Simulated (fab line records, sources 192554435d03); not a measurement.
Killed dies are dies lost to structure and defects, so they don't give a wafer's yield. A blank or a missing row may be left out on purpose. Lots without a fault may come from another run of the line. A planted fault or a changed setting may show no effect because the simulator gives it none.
fab line records | flow n5_finfet
record lots=24 wafers=72 last_day=19
route steps=1938 shown BEOL_M5@1150 BEOL_M6@1207
lots that met no fault: from a run of the same line without faults
start_h: hours from the record's first day to the start of the lot's first wafer shown | wait_h: hours since the lot's step before | " the same as in the row above | L1.1+2: a row that stands for several wafers | - no value, or no start given | * or withheld: withheld | < > ~ a bound
route shown NAME@n: a module of which the file shows steps, and the number in the route of the first | usual: mean/standard deviation of fault-free wafers | same: alike in all rows | chamber/n: place in a boat | sites: the reading at each site | _std_site: their standard deviation | _edge_site: outer sites' mean less inner sites' | radius_mm: how far each site lies from the wafer's centre | mask NAME#n: copy n | behind: the tool/chamber that last shaped the wafer | hold: why the lot was held/for how many hours/how that ended | device: the transistor (n, p or np) that didn't switch | end of line: the same wafers' tests at the end of the route | a step without rows: its recipe alone | killed: dies lost to structure and defects at the first sort, not the wafer's yield | map: a wafer's dies, x killed, . not, _ none there
set.NAME: the setting as run; set.NAME@STEP: as run at that earlier step | model.NAME: the simulator's own value behind a step, which no gauge read
steps of the route over a sample of lots; a table a step, a row a wafer
services: from which hour (start_h, from the record's first day; less than 0 if before it) a tool's chamber was out of use, for how many hours, and why
## steps
# step N5_BEOL_M5_INSPECT_30
# recipe mode=adi inspect_instrument=brightfield
# usual raw_defect_count=410/86
# columns lot.wafer tool chamber start_h wait_h raw_defect_count
L074.2 defect_inspect-01 - 180.11 0.0 417
L074.3 " - " " 418
L074.6 " - " " 467
L076.2 defect_inspect-01 - 185.52 0.0 343
L076.5 " - " " 423
L076.6 " - " " 427
L075.1 defect_inspect-01 - 189.27 0.1 423
L075.2 " - " " 330
L075.5 " - " " 323
L077.1 defect_inspect-02 - 200.13 0.1 373
L077.5 " - " " 457
L077.6 " - " " 357
L078.1 defect_inspect-02 - 206.46 0.1 387
L078.3 " - " " 390
L078.6 " - " " 496
L079.3 defect_inspect-01 - 209.03 0.0 284
L079.4 " - " " 267
L079.6 " - " " 329
L080.3 defect_inspect-02 - 216.40 0.3 300
L080.4 " - " " 367
L080.5 " - " " 420
L081.2 defect_inspect-02 - 216.42 0.1 579
L081.4 " - " " 424
L081.5 " - " " 411
L082.1 defect_inspect-02 - 216.49 0.1 395
L082.2 " - " " 520
L082.5 " - " " 311
L083.3 defect_inspect-02 - 235.79 0.0 313
L083.5 " - " " 425
L083.6 " - " " 354
L085.3 defect_inspect-01 - 238.85 0.0 444
L085.4 " - " " 345
L085.5 " - " " 450
L084.2 defect_inspect-02 - 242.14 0.0 430
L084.4 " - " " 365
L084.6 " - " " 387
L087.1 defect_inspect-02 - 258.73 0.1 443
L087.2 " - " " 378
L087.3 " - " " 381
L089.1 defect_inspect-02 - 267.38 0.1 322
L089.2 " - " " 270
L089.3 " - " " 251
L086.3 defect_inspect-02 - 267.45 0.0 350
L086.4 " - " " 418
L086.6 " - " " 363
L088.1 defect_inspect-02 - 274.38 0.1 574
L088.4 " - " " 602
L088.6 " - " " 618
L090.3 defect_inspect-02 - 281.48 0.0 382
L090.4 " - " " 388
L090.6 " - " " 448
L091.2 defect_inspect-02 - 311.56 0.0 521
L091.4 " - " " 558
L091.6 " - " " 466
L093.1 defect_inspect-02 - 313.43 0.1 323
L093.5 " - " " 406
L093.6 " - " " 375
L094.2 defect_inspect-01 - 317.48 0.0 323
L094.3 " - " " 310
L094.6 " - " " 298
L092.4 defect_inspect-02 - 320.34 0.0 342
L092.5 " - " " 507
L092.6 " - " " 463
L096.1 defect_inspect-01 - 336.77 0.1 606
L096.3 " - " " 488
L096.5 " - " " 473
L095.2 defect_inspect-01 - 336.95 0.0 426
L095.3 " - " " 418
L095.4 " - " " 412
L097.1 defect_inspect-01 - 340.31 0.1 493
L097.2 " - " " 339
L097.3 " - " " 327
# step N5_BEOL_M5_DESCUM_33
# recipe chemistry=O2 time_s=7 source_power_w=50 bias_power_w=20 pressure_mtorr=20 rf_frequency_hz=2.712e+07 temp_c=40 resist=CAR-EUV o2_flow_sccm=225
# usual drypump_motor_current_A=5.9/0.51 oes_product_au=0.81/0.088 rf_vpp_V=243.2/1.3 showerhead_plenum_p_Torr=2.09/0.067 throttle_valve_pct=20.31/0.25
# columns lot.wafer tool chamber start_h wait_h drypump_motor_current_A oes_product_au rf_hours_counter_h rf_vpp_V showerhead_plenum_p_Torr throttle_valve_pct
L074.2 rie_diel-03 1 180.14 0.0 6.0 0.73 170 244.1 2.16 20.80
L074.3 " 3 " " 6.6 0.93 20 244.3 2.14 20.17
L074.6 " 3 " " 6.6 0.92 - 244.0 2.14 20.17
L076.2 rie_diel-03 1 185.55 0.0 6.0 0.73 171 244.7 2.16 20.80
L076.5 " 3 " " 6.7 0.92 - 243.8 2.13 20.17
L076.6 " 0 " " 4.9 0.79 - 243.9 2.10 20.14
L075.1 rie_diel-02 1 189.37 0.1 5.2 0.69 221 241.3 1.98 20.79
L075.2 " 0 " " 5.6 0.93 19 242.6 2.04 20.22
L075.5 " 3 " " 6.2 0.68 - 241.2 1.99 20.57
L077.1 rie_diel-02 0 200.47 0.3 5.6 0.93 22 240.4 2.04 20.24
L077.5 " 0 " " 5.6 0.93 - 242.0 2.04 20.22
L077.6 " 1 " " 5.2 0.70 - 241.6 1.98 20.79
L078.1 rie_diel-02 3 206.49 0.0 6.2 0.68 226 240.1 1.98 20.59
L078.3 " 2 " " 6.4 0.94 8 243.6 2.04 20.36
L078.6 " 0 " " 5.6 0.92 - 242.8 2.04 20.22
L079.3 rie_diel-02 3 209.38 0.4 6.2 0.67 227 240.5 1.98 20.58
L079.4 " 1 " " 5.2 0.69 226 240.6 1.98 20.78
L079.6 " 0 " " 5.6 0.93 - 243.4 2.04 20.22
L080.3 rie_diel-02 2 216.43 0.0 6.4 0.94 10 242.9 2.04 20.37
L080.4 " 1 " " 5.2 0.70 228 241.8 1.98 20.78
L080.5 " 1 " " 5.2 0.69 - 241.8 1.98 20.80
L081.2 rie_diel-02 2 216.86 0.4 6.4 0.94 10 243.0 2.04 20.37
L081.4 " 0 " " 5.6 0.92 25 241.6 2.04 20.23
L081.5 " 1 " " 5.2 0.69 - 242.4 1.98 20.78
L082.1 rie_diel-01 1 216.90 0.4 5.8 0.88 46 243.9 2.23 19.97
L082.2 " 0 " " 6.4 0.81 114 243.2 2.09 20.09
L082.5 " 1 " " 5.8 0.88 - 245.7 2.23 19.97
L083.3 rie_diel-03 1 236.33 0.5 6.1 0.72 188 244.7 2.15 20.82
L083.5 " 1 " " 6.1 0.72 - 245.1 2.15 20.82
L083.6 " 2 " " 5.8 0.72 - 243.9 2.09 20.27
L085.3 rie_diel-01 0 238.88 0.0 6.5 0.80 123 243.3 2.09 20.10
L085.4 " 3 " " 5.3 0.93 15 240.9 2.07 20.07
L085.5 " 0 " " 6.5 0.80 - 245.2 2.09 20.11
L084.2 rie_diel-03 0 242.17 0.0 4.9 0.77 159 243.1 2.09 20.18
L084.4 " 3 " " 6.6 0.87 42 244.8 2.13 20.19
L084.6 " 2 " " 5.8 0.73 - 243.3 2.09 20.28
L087.1 rie_diel-01 3 258.76 0.0 5.4 0.91 21 242.0 2.06 20.07
L087.2 " 1 " " 5.8 0.86 61 244.7 2.22 20.00
L087.3 " 2 " " 5.7 0.83 67 244.3 2.11 20.28
L089.1 rie_diel-01 3 267.42 0.0 5.4 0.90 23 244.3 2.06 20.08
L089.2 " 2 " " 5.7 0.82 69 243.9 2.11 20.28
L089.3 " 0 " " 6.4 0.79 132 241.5 2.09 20.10
L086.3 rie_diel-03 2 267.48 0.0 5.8 0.72 170 241.8 2.09 20.27
L086.4 " 1 " " 6.0 0.71 199 245.6 2.15 20.83
L086.6 " 2 " " 5.8 0.72 - 242.5 2.09 20.30
L088.1 rie_diel-01 0 274.89 0.5 6.4 0.79 134 243.4 2.09 20.11
L088.4 " 2 " " 5.7 0.82 71 243.0 2.11 20.28
L088.6 " 0 " " 6.4 0.80 - 243.4 2.09 20.11
L090.3 rie_diel-01 2 281.52 0.0 5.7 0.82 72 244.3 2.11 20.28
L090.4 " 0 " " 6.4 0.78 135 243.7 2.09 20.12
L090.6 " 0 " " 6.4 0.78 - 243.5 2.09 20.12
L091.2 rie_diel-01 1 311.60 0.0 5.8 0.84 76 245.6 2.22 20.03
L091.4 " 0 " " 6.4 0.78 145 244.0 2.08 20.13
L091.6 " 2 " " 5.7 0.81 - 242.9 2.11 20.28
L093.1 rie_diel-03 3 313.85 0.4 6.6 0.83 64 245.1 2.12 20.23
L093.5 " 2 " " 5.8 0.70 - 243.3 2.08 20.31
L093.6 " 3 " " 6.6 0.83 - 243.6 2.12 20.23
L094.2 rie_diel-03 1 317.55 0.1 6.1 0.69 214 243.5 2.14 20.87
L094.3 " 2 " " 5.8 0.70 187 242.2 2.08 20.31
L094.6 " 0 " " 4.9 0.75 - 242.5 2.08 20.23
L092.4 rie_diel-02 0 320.39 0.0 5.6 0.87 - 241.4 2.03 20.26
L092.5 " 2 " " 6.4 0.87 - 243.1 2.03 20.42
L092.6 " 3 " " 6.2 0.99 - 245.4 2.24 20.19
L096.1 rie_diel-03 0 336.87 0.1 4.9 0.73 186 243.0 2.08 20.23
L096.3 " 1 " " 6.0 0.68 219 245.6 2.14 20.88
L096.5 " 3 " " 6.6 0.81 - 244.4 2.12 20.24
L095.2 rie_diel-02 3 337.15 0.2 6.2 0.95 7 246.2 2.24 20.20
L095.3 " 2 " " 6.4 0.86 48 242.7 2.03 20.44
L095.4 " 0 " " 5.6 0.87 - 242.9 2.03 20.28
L097.1 rie_diel-01 3 340.35 0.0 5.4 0.86 47 243.1 2.06 20.12
L097.2 " 2 " " 5.7 0.80 83 241.7 2.11 20.29
L097.3 " 0 " " 6.5 0.77 154 242.7 2.08 20.16
# step N5_BEOL_M5_ETCH_75
# recipe chemistry=N2/H2 target=underlayer target_depth_a=65 mask_material=CAR-EUV time_s=5.2 ion_energy_ev=200 pressure_mtorr=30 source_w=840 bias_w=150 n2_flow_sccm=200 h2_flow_sccm=200 ends=cleared
# usual drypump_motor_current_A=5.9/0.51 etch_rf_on_time_s=5.15/0.11 oes_product_au=0.70/0.077 rf_vpp_V=523.8/2.4 showerhead_plenum_p_Torr=2.54/0.082 throttle_valve_pct=17.75/0.3
# columns lot.wafer tool chamber start_h wait_h drypump_motor_current_A etch_rf_on_time_s oes_product_au rf_hours_counter_h rf_vpp_V showerhead_plenum_p_Torr throttle_valve_pct
L074.2 rie_diel-03 1 180.18 0.0 6.0 5.20 0.61 170 528.9 2.64 18.29
L074.3 " 3 " " 6.6 4.96 0.79 20 525.9 2.60 17.52
L074.6 " 3 " " 6.6 4.93 0.79 - 522.6 2.60 17.56
L076.2 rie_diel-03 1 185.59 0.0 6.1 5.14 0.62 171 527.9 2.64 18.30
L076.5 " 3 " " 6.7 4.96 0.78 - 526.2 2.60 17.54
L076.6 " 0 " " 4.9 5.14 0.68 - 524.2 2.54 17.60
L075.1 rie_diel-02 1 189.40 0.0 5.2 5.31 0.60 221 521.8 2.41 18.21
L075.2 " 0 " " 5.6 4.99 0.80 19 521.2 2.48 17.59
L075.5 " 3 " " 6.2 5.21 0.59 - 520.6 2.42 18.14
L077.1 rie_diel-02 0 200.51 0.0 5.6 5.03 0.79 22 523.7 2.48 17.60
L077.5 " 0 " " 5.6 5.00 0.78 - 520.2 2.48 17.60
L077.6 " 1 " " 5.2 5.29 0.59 - 521.9 2.41 18.20
L078.1 rie_diel-02 3 206.53 0.0 6.2 5.20 0.58 226 520.6 2.42 18.14
L078.3 " 2 " " 6.4 5.09 0.82 8 522.7 2.49 17.79
L078.6 " 0 " " 5.6 4.96 0.78 - 522.0 2.48 17.60
L079.3 rie_diel-02 3 209.41 0.0 6.2 5.24 0.58 227 518.4 2.42 18.13
L079.4 " 1 " " 5.2 5.25 0.59 226 519.1 2.41 18.19
L079.6 " 0 " " 5.6 4.95 0.80 - 523.9 2.48 17.61
L080.3 rie_diel-02 2 216.47 0.0 6.4 5.15 0.80 10 520.3 2.49 17.77
L080.4 " 1 " " 5.2 5.32 0.59 228 522.4 2.41 18.19
L080.5 " 1 " " 5.2 5.33 0.59 - 516.2 2.41 18.19
L081.2 rie_diel-02 2 216.90 0.0 6.4 5.19 0.81 10 522.9 2.49 17.78
L081.4 " 0 " " 5.6 4.99 0.78 25 520.1 2.48 17.60
L081.5 " 1 " " 5.2 5.29 0.59 - 522.5 2.41 18.22
L082.1 rie_diel-01 1 216.94 0.0 5.8 5.07 0.75 46 528.2 2.69 17.38
L082.2 " 0 " " 6.4 5.22 0.70 114 523.8 2.56 17.65
L082.5 " 1 " " 5.8 5.04 0.76 - 527.6 2.69 17.37
L083.3 rie_diel-03 1 236.37 0.0 6.0 5.22 0.62 188 525.8 2.63 18.31
L083.5 " 1 " " 6.0 5.23 0.61 - 525.8 2.63 18.31
L083.6 " 2 " " 5.8 5.21 0.61 - 523.8 2.55 17.79
L085.3 rie_diel-01 0 238.92 0.0 6.5 5.20 0.69 123 524.4 2.55 17.65
L085.4 " 3 " " 5.4 5.08 0.79 15 523.5 2.48 17.23
L085.5 " 0 " " 6.5 5.21 0.68 - 522.6 2.55 17.63
L084.2 rie_diel-03 0 242.21 0.0 4.9 5.25 0.65 159 523.5 2.53 17.64
L084.4 " 3 " " 6.7 5.03 0.76 42 523.9 2.59 17.56
L084.6 " 2 " " 5.8 5.31 0.61 - 524.8 2.55 17.76
L087.1 rie_diel-01 3 258.80 0.0 5.4 5.00 0.79 21 524.2 2.48 17.27
L087.2 " 1 " " 5.8 4.94 0.74 61 527.9 2.69 17.39
L087.3 " 2 " " 5.7 5.12 0.69 67 524.7 2.60 17.84
L089.1 rie_diel-01 3 267.45 0.0 5.4 4.99 0.77 23 525.7 2.47 17.25
L089.2 " 2 " " 5.8 5.15 0.69 69 525.1 2.60 17.82
L089.3 " 0 " " 6.5 5.17 0.68 132 523.9 2.55 17.66
L086.3 rie_diel-03 2 267.52 0.0 5.8 5.27 0.61 170 522.0 2.54 17.79
L086.4 " 1 " " 6.1 5.27 0.60 199 526.8 2.62 18.33
L086.6 " 2 " " 5.8 5.23 0.61 - 524.3 2.54 17.81
L088.1 rie_diel-01 0 274.93 0.0 6.5 5.21 0.68 134 523.9 2.55 17.69
L088.4 " 2 " " 5.7 5.22 0.71 71 522.3 2.60 17.87
L088.6 " 0 " " 6.4 5.19 0.67 - 524.0 2.55 17.67
L090.3 rie_diel-01 2 281.55 0.0 5.7 5.23 0.69 72 524.7 2.60 17.85
L090.4 " 0 " " 6.5 5.23 0.65 135 523.5 2.55 17.69
L090.6 " 0 " " 6.5 5.23 0.67 - 525.2 2.55 17.67
L091.2 rie_diel-01 1 311.63 0.0 5.8 4.98 0.73 76 525.2 2.68 17.43
L091.4 " 0 " " 6.4 5.22 0.66 145 522.5 2.54 17.69
L091.6 " 2 " " 5.7 5.29 0.67 - 524.1 2.59 17.86
L093.1 rie_diel-03 3 313.88 0.0 6.6 4.99 0.73 64 525.1 2.58 17.63
L093.5 " 2 " " 5.8 5.28 0.59 - 523.2 2.54 17.79
L093.6 " 3 " " 6.6 5.03 0.72 - 524.5 2.58 17.61
L094.2 rie_diel-03 1 317.59 0.0 6.0 5.25 0.59 214 525.7 2.62 18.37
L094.3 " 2 " " 5.8 5.27 0.60 187 522.3 2.53 17.81
L094.6 " 0 " " 4.9 5.21 0.64 - 524.9 2.52 17.66
L092.4 rie_diel-02 0 320.42 0.0 5.6 5.00 0.75 - 521.5 2.47 17.64
L092.5 " 2 " " 6.4 5.17 0.75 - 522.9 2.48 17.81
L092.6 " 3 " " 6.2 5.07 0.85 - 528.8 2.73 17.72
L096.1 rie_diel-03 0 336.90 0.0 4.9 5.27 0.62 186 525.0 2.52 17.64
L096.3 " 1 " " 6.0 5.36 0.60 219 525.1 2.62 18.39
L096.5 " 3 " " 6.7 5.06 0.71 - 526.5 2.57 17.60
L095.2 rie_diel-02 3 337.19 0.0 6.2 5.18 0.80 7 527.3 2.73 17.70
L095.3 " 2 " " 6.4 5.14 0.74 48 521.8 2.47 17.87
L095.4 " 0 " " 5.6 5.06 0.73 - 520.8 2.47 17.65
L097.1 rie_diel-01 3 340.38 0.0 5.4 5.08 0.73 47 525.7 2.46 17.31
L097.2 " 2 " " 5.7 5.22 0.68 83 524.7 2.59 17.85
L097.3 " 0 " " 6.5 5.25 0.66 154 524.7 2.54 17.73
# step N5_BEOL_M5_CURE_80
# recipe temp_c=370 time_s=120 ambient=DMADMS/He material=SiCOH_lowk
# usual lamp_power_pct=52.32/0.054 wafer_temp_C_max=371.6/0.57
# columns lot.wafer tool chamber start_h wait_h lamp_power_pct wafer_temp_C_max
L074.2 uv_cure-01 1 180.80 0.1 52.26 370.9
L074.3 " 1 " " 52.24 371.1
L074.6 " 1 " " 52.41 370.5
L076.2 uv_cure-01 1 186.21 0.1 52.34 371.2
L076.5 " 1 " " 52.33 370.4
L076.6 " 1 " " 52.29 370.8
L075.1 uv_cure-02 1 189.98 0.0 52.23 371.3
L075.2 " 1 " " 52.31 371.7
L075.5 " 1 " " 52.35 371.8
L077.1 uv_cure-03 2 201.27 0.2 52.28 372.0
L077.5 " 2 " " 52.35 372.3
L077.6 " 2 " " 52.46 372.4
L078.1 uv_cure-02 1 207.13 0.1 52.26 371.8
L078.3 " 1 " " 52.29 371.8
L078.6 " 1 " " 52.31 371.4
L079.3 uv_cure-03 1 210.10 0.1 52.28 371.2
L079.4 " 1 " " 52.24 371.7
L079.6 " 1 " " 52.33 371.7
L080.3 uv_cure-03 1 217.73 0.7 52.26 371.4
L080.4 " 1 " " 52.32 371.6
L080.5 " 1 " " 52.31 371.2
L081.2 uv_cure-03 1 219.24 1.8 52.29 371.8
L081.4 " 1 " " 52.27 372.0
L081.5 " 1 " " 52.37 371.3
L082.1 uv_cure-03 1 219.49 2.0 52.26 371.0
L082.2 " 1 " " 52.32 372.2
L082.5 " 1 " " 52.40 371.0
L083.3 uv_cure-02 2 238.60 1.7 52.43 372.0
L083.5 " 2 " " 52.36 371.7
L083.6 " 2 " " 52.34 370.9
L085.3 uv_cure-03 0 239.60 0.1 52.25 372.0
L085.4 " 0 " " 52.34 372.1
L085.5 " 0 " " 52.29 372.0
L084.2 uv_cure-02 2 242.83 0.1 52.26 371.9
L084.4 " 2 " " 52.25 371.1
L084.6 " 2 " " 52.24 372.2
L087.1 uv_cure-02 2 259.51 0.2 52.35 371.4
L087.2 " 2 " " 52.33 371.4
L087.3 " 2 " " 52.27 371.3
L089.1 uv_cure-02 0 268.03 0.0 52.23 371.3
L089.2 " 0 " " 52.34 370.8
L089.3 " 0 " " 52.28 371.3
L086.3 uv_cure-03 2 268.36 0.3 52.26 371.8
L086.4 " 2 " " 52.32 372.5
L086.6 " 2 " " 52.36 372.3
L088.1 uv_cure-03 1 275.96 0.5 52.27 371.5
L088.4 " 1 " " 52.35 370.9
L088.6 " 1 " " 52.32 371.2
L090.3 uv_cure-03 2 283.43 1.3 52.38 371.4
L090.4 " 2 " " 52.34 372.6
L090.6 " 2 " " 52.26 372.6
L091.2 uv_cure-03 1 312.26 0.1 52.43 371.5
L091.4 " 1 " " 52.37 371.4
L091.6 " 1 " " 52.27 371.8
L093.1 uv_cure-02 2 314.46 0.0 52.32 371.4
L093.5 " 2 " " 52.36 371.3
L093.6 " 2 " " 52.29 372.0
L094.2 uv_cure-02 2 318.21 0.1 52.40 372.0
L094.3 " 2 " " 52.31 371.9
L094.6 " 2 " " 52.33 372.2
L092.4 uv_cure-01 0 321.15 0.2 52.24 370.6
L092.5 " 0 " " 52.38 370.7
L092.6 " 0 " " 52.33 370.7
L096.1 uv_cure-01 1 337.48 0.0 52.30 371.2
L096.3 " 1 " " 52.30 371.0
L096.5 " 1 " " 52.32 370.6
L095.2 uv_cure-03 1 337.83 0.1 52.29 372.3
L095.3 " 1 " " 52.33 371.4
L095.4 " 1 " " 52.35 371.3
L097.1 uv_cure-03 1 340.96 0.0 52.28 371.8
L097.2 " 1 " " 52.30 371.2
L097.3 " 1 " " 52.35 371.5
# step N5_BEOL_M5_ANNEAL_51
# recipe temp_c=225 time_s=90 ambient=N2
# usual wafer_temp_C_max=226.7/0.45
# columns lot.wafer tool chamber start_h wait_h wafer_temp_C_max
L074.2 rtp_anneal-01 0 186.42 0.2 226.2
L074.3 " 0 " " 226.6
L074.6 " 0 " " 226.5
L076.2 rtp_anneal-02 0 191.94 0.1 226.6
L076.5 " 0 " " 226.4
L076.6 " 0 " " 226.8
L075.1 rtp_anneal-02 0 197.57 0.1 226.1
L075.2 " 0 " " 226.2
L075.5 " 0 " " 226.6
L077.1 rtp_anneal-02 0 209.18 0.1 226.0
L077.5 " 0 " " 226.0
L077.6 " 0 " " 226.4
L078.1 rtp_anneal-01 0 214.75 0.1 227.8
L078.3 " 0 " " 227.0
L078.6 " 0 " " 227.3
L079.3 rtp_anneal-02 0 216.36 0.1 226.2
L079.4 " 0 " " 226.2
L079.6 " 0 " " 226.4
L080.3 rtp_anneal-01 0 223.13 0.1 227.1
L080.4 " 0 " " 226.5
L080.5 " 0 " " 226.9
L081.2 rtp_anneal-01 0 224.80 0.1 226.9
L081.4 " 0 " " 226.8
L081.5 " 0 " " 226.8
L082.1 rtp_anneal-01 0 225.13 0.1 226.8
L082.2 " 0 " " 227.3
L082.5 " 0 " " 226.5
L083.3 rtp_anneal-01 0 244.16 0.1 227.0
L083.5 " 0 " " 226.4
L083.6 " 0 " " 226.9
L085.3 rtp_anneal-01 0 246.73 0.2 228.2
L085.4 " 0 " " 227.0
L085.5 " 0 " " 227.1
L084.2 rtp_anneal-01 0 249.22 0.4 226.9
L084.4 " 0 " " 226.5
L084.6 " 0 " " 226.4
L087.1 rtp_anneal-02 0 265.05 0.1 226.4
L087.2 " 0 " " 226.3
L087.3 " 0 " " 226.3
L089.1 rtp_anneal-01 0 273.57 0.1 226.4
L089.2 " 0 " " 227.4
L089.3 " 0 " " 226.9
L086.3 rtp_anneal-02 0 274.08 0.1 226.5
L086.4 " 0 " " 226.1
L086.6 " 0 " " 226.1
L088.1 rtp_anneal-01 0 285.79 0.1 226.8
L088.4 " 0 " " 226.9
L088.6 " 0 " " 227.1
L090.3 rtp_anneal-02 0 290.17 0.1 226.6
L090.4 " 0 " " 226.2
L090.6 " 0 " " 227.0
L091.2 rtp_anneal-01 0 317.96 0.1 226.5
L091.4 " 0 " " 226.4
L091.6 " 0 " " 226.7
L093.1 rtp_anneal-01 0 320.75 0.1 226.9
L093.5 " 0 " " 227.2
L093.6 " 0 " " 226.9
L094.2 rtp_anneal-02 0 324.75 0.3 226.2
L094.3 " 0 " " 226.1
L094.6 " 0 " " 226.3
L092.4 rtp_anneal-02 0 328.83 0.3 226.3
L092.5 " 0 " " 226.7
L092.6 " 0 " " 226.3
L096.1 rtp_anneal-01 0 343.53 0.2 226.5
L096.3 " 0 " " 226.6
L096.5 " 0 " " 226.6
L095.2 rtp_anneal-01 0 344.23 0.5 227.2
L095.3 " 0 " " 227.3
L095.4 " 0 " " 227.1
L097.1 rtp_anneal-01 0 347.61 0.1 227.2
L097.2 " 0 " " 227.1
L097.3 " 0 " " 227.4
# step N5_BEOL_M6_CD_MEAS_11
# recipe target_cd_nm=38.5 landing_energy_ev=500 detector=se_inlens polarity=opening
# usual cd_nm=38.4/0.55
# columns lot.wafer tool chamber start_h wait_h cd_nm
L074.2 cd_sem-03 0 189.99 - 39.0
L074.3 " 0 " " 38.9
L074.6 " 0 " " 39.2
L076.2 cd_sem-01 0 194.27 - 37.8
L076.5 " 0 " " 38.5
L076.6 " 0 " " 38.6
L075.1 cd_sem-02 0 201.00 - 39.4
L075.2 " 0 " " 38.7
L075.5 " 0 " " 39.1
L077.1 cd_sem-01 0 214.83 - 37.6
L077.5 " 0 " " 38.3
L077.6 " 0 " " 39.1
L078.1 cd_sem-03 0 217.11 - 37.9
L078.3 " 0 " " 38.1
L078.6 " 0 " " 37.6
L079.3 cd_sem-03 0 219.22 - 37.7
L079.4 " 0 " " 38.8
L079.6 " 0 " " 39.0
L080.3 cd_sem-03 0 227.64 - 37.6
L080.4 " 0 " " 38.8
L080.5 " 0 " " 37.7
L081.2 cd_sem-03 0 228.12 - 38.9
L081.4 " 0 " " 37.7
L081.5 " 0 " " 37.9
L082.1 cd_sem-03 0 228.38 - 38.5
L082.2 " 0 " " 38.6
L082.5 " 0 " " 39.4
L083.3 cd_sem-03 0 247.58 - 38.2
L083.5 " 0 " " 37.8
L083.6 " 0 " " 38.0
L085.3 cd_sem-03 0 249.23 - 38.8
L085.4 " 0 " " 38.4
L085.5 " 0 " " 38.6
L084.2 cd_sem-02 0 251.47 - 38.4
L084.4 " 0 " " 39.0
L084.6 " 0 " " 38.8
L087.1 cd_sem-03 0 268.55 - 38.5
L087.2 " 0 " " 38.9
L087.3 " 0 " " 38.1
L089.1 cd_sem-01 0 280.78 - 37.5
L089.2 " 0 " " 37.8
L089.3 " 0 " " 37.4
L086.3 cd_sem-01 0 281.02 - 38.9
L086.4 " 0 " " 38.1
L086.6 " 0 " " 37.8
L088.1 cd_sem-03 0 289.45 - 38.5
L088.4 " 0 " " 39.5
L088.6 " 0 " " 38.9
L090.3 cd_sem-03 0 297.76 - 39.3
L090.4 " 0 " " 38.0
L090.6 " 0 " " 38.7
L091.2 cd_sem-01 0 321.40 - 37.9
L091.4 " 0 " " 38.4
L091.6 " 0 " " 38.3
L093.1 cd_sem-03 0 325.16 - 37.8
L093.5 " 0 " " 38.7
L093.6 " 0 " " 39.2
L094.2 cd_sem-02 0 328.70 - 37.7
L094.3 " 0 " " 37.3
L094.6 " 0 " " 38.6
L092.4 cd_sem-01 0 332.26 - 38.1
L092.5 " 0 " " 39.0
L092.6 " 0 " " 38.2
L096.1 cd_sem-02 0 348.56 - 39.7
L096.3 " 0 " " 38.1
L096.5 " 0 " " 38.9
L095.2 cd_sem-03 0 348.73 - 38.3
L095.3 " 0 " " 38.2
L095.4 " 0 " " 39.0
L097.1 cd_sem-01 0 352.04 - 38.5
L097.2 " 0 " " 38.7
L097.3 " 0 " " 38.8
## services
# columns tool chamber start_h hours kind
rie_diel-03 2 170.50 10.6 repair
rie_diel-01 3 172.28 - clean
rie_diel-01 3 172.28 - consumable_replace:focus_ring
rie_diel-01 3 172.28 17.3 scheduled_down
rie_diel-01 3 172.28 17.3 vent_cycle
rie_diel-02 - 186.52 0.8 repair
uv_cure-01 - 198.48 113.1 repair
uv_cure-02 - 205.35 1.0 pm
uv_cure-02 - 215.82 22.2 pm
rie_diel-01 3 216.72 5.4 repair
rie_diel-02 - 226.79 14.6 pm
rie_diel-02 0 275.91 6.9 repair
rie_diel-01 2 285.53 14.8 repair
rie_diel-02 3 302.17 - clean
rie_diel-02 3 302.17 - consumable_replace:focus_ring
rie_diel-02 3 302.17 - consumable_replace:showerhead
rie_diel-02 3 302.17 17.7 scheduled_down
rie_diel-02 3 302.17 17.7 vent_cycle
rie_diel-02 1 320.25 - clean
rie_diel-02 1 320.25 - consumable_replace:esc
rie_diel-02 1 320.25 - consumable_replace:focus_ring
rie_diel-02 1 320.25 - consumable_replace:showerhead
rie_diel-02 1 320.25 34.3 scheduled_down
uv_cure-02 - 320.44 7.5 pm
## key
fault none
